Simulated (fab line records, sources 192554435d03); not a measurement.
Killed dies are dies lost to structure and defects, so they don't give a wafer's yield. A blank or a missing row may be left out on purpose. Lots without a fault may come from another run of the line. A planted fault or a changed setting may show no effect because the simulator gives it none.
Split-lot experiment | flow n5_finfet | 7 lots, 21 wafers read, on a route of 1938 steps

THE SPLIT
At N5_SDB_ALD_29 (deposits SiNx, target thk 30 nm, pulse time 1 s, ald cycles 600), the setting ald_cycles was moved away from the recipe's 600 on 8 of the 21 wafers read, by -5.7% to +15.2%. The other wafers ran this setting at the recipe's value.

The reading is taken at the split's own step.

THE READING
SiNx_of_SDB_ALD_29.thk_nm (the simulator's own value, which no gauge read), in nm, at N5_SDB_ALD_29 (deposits SiNx, target thk 30 nm, pulse time 1 s, ald cycles 600). The file gives no usual value for it. The 13 wafers here that ran the recipe average 30.1 nm, standard deviation 0.1 nm.

wafer  | tool, chamber at the split | ald_cycles as run | against the recipe | SiNx_of_SDB_ALD_29.thk_nm, nm | against lot-mates on the recipe
L076.3 | ald_sin-03, 2,3,2          | 600               | recipe             | 30                            | -
L076.4 | ald_sin-03, 2,3,2          | 600               | recipe             | 30                            | -
L076.6 | ald_sin-03, 2,3,2          | 600               | recipe             | 30                            | -
L077.3 | ald_sin-04, 2,1            | 600               | recipe             | 30.2                          | -
L077.5 | ald_sin-04, 2,1            | 600               | recipe             | 30.2                          | -
L077.6 | ald_sin-04, 2              | 600               | recipe             | 30                            | -
L078.4 | ald_sin-02, 3              | 644               | +7.3%              | 32.4                          | +2.2
L078.5 | ald_sin-02, 1              | 644               | +7.3%              | 32.2                          | +2.0
L078.6 | ald_sin-02, 2              | 600               | recipe             | 30.2                          | -
L082.2 | ald_sin-04, 2              | 691               | +15.2%             | 34.8                          | +4.7
L082.4 | ald_sin-04, 3              | 600               | recipe             | 30                            | -
L082.6 | ald_sin-04, 1              | 600               | recipe             | 30.2                          | -
L083.3 | ald_sin-02, 2              | 600               | recipe             | 30                            | -
L083.5 | ald_sin-02, 2              | 600               | recipe             | 30.2                          | -
L083.6 | ald_sin-02, 3              | 675               | +12.5%             | 33.8                          | +3.7
L090.3 | ald_sin-04, 1,2            | 660               | +10.0%             | 33                            | +3.0
L090.4 | ald_sin-04, 1,2            | 660               | +10.0%             | 33                            | +3.0
L090.6 | ald_sin-04, 2              | 600               | recipe             | 30                            | -
L094.2 | ald_sin-03, 1              | 566               | -5.7%              | 28.6                          | -1.6
L094.3 | ald_sin-03, 2              | 600               | recipe             | 30.2                          | -
L094.4 | ald_sin-03, 0              | 566               | -5.7%              | 28.4                          | -1.8
Where a row lists several chambers, the file gives one row for several wafers and doesn't say which wafer went through which chamber.

THE FIT
A straight line over all 21 wafers: SiNx_of_SDB_ALD_29.thk_nm changes by +0.298 nm for each +1% of ald_cycles; r = +1.00; the points scatter about the line by 0.11 nm.
The same after taking each lot's own level away (the mean of its wafers on the recipe; 21 wafers): +0.301 nm for each +1%; r = +1.00; scatter 0.089 nm.
On that fit, the largest move of ald_cycles shifts the reading by 4.6 nm.
The lots' own levels span 30.00 to 30.20 nm, that is 2.0 times the standard deviation above.
So the lot-to-lot level changes the slope little: the two slopes agree.
Check: with one of the wafers moved furthest among these (+15.2%) left out of the fit, the line predicts +4.49 nm for it against its lot-mates. It came out at +4.7 nm against them.

OTHER SPLITS ON THESE WAFERS
These wafers also went through other splits before the reading. Each is held against what the fit with the lots' levels taken away leaves over:
other split on the same wafers | wafers away from the commonest value | r with SiNx_of_SDB_ALD_29.thk_nm (lot level and that fit taken away)
N5_SD_EPI_P_EPI_21 temp_c      | 3                                    | +0.35
N5_SD_ACTIVATION_LSA_01 temp_c | 3                                    | +0.02
N5_SDB_ETCH_25 time_s          | 7                                    | -0.09

THE WHOLE CHAIN: every reading that the file lists as answering this split, in the file's order
step          | what it does                                                      | reading                                                                    | change (the file's fit)                                                            | r (the file's)
N5_SDB_ALD_29 | deposits SiNx, target thk 30 nm, pulse time 1 s, ald cycles 600   | SiNx_of_SDB_ALD_29.thk_nm (the simulator's own value, which no gauge read) | +0.302 nm for each +1% of the setting                                              | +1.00
N5_SDB_CMP_30 | polishes, stops on poly-Si, t overpolish 1.54 s, target thk 30 nm | SiNx_of_SDB_ALD_29.thk_nm (the simulator's own value, which no gauge read) | not straight: 28.5 at the lowest setting, 30.09 at the recipe, 30.4 at the highest | not given

THE FILE'S OWN FIT
SiNx_of_SDB_ALD_29.thk_nm changes by +0.302 nm for each +1% of ald_cycles, r = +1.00.
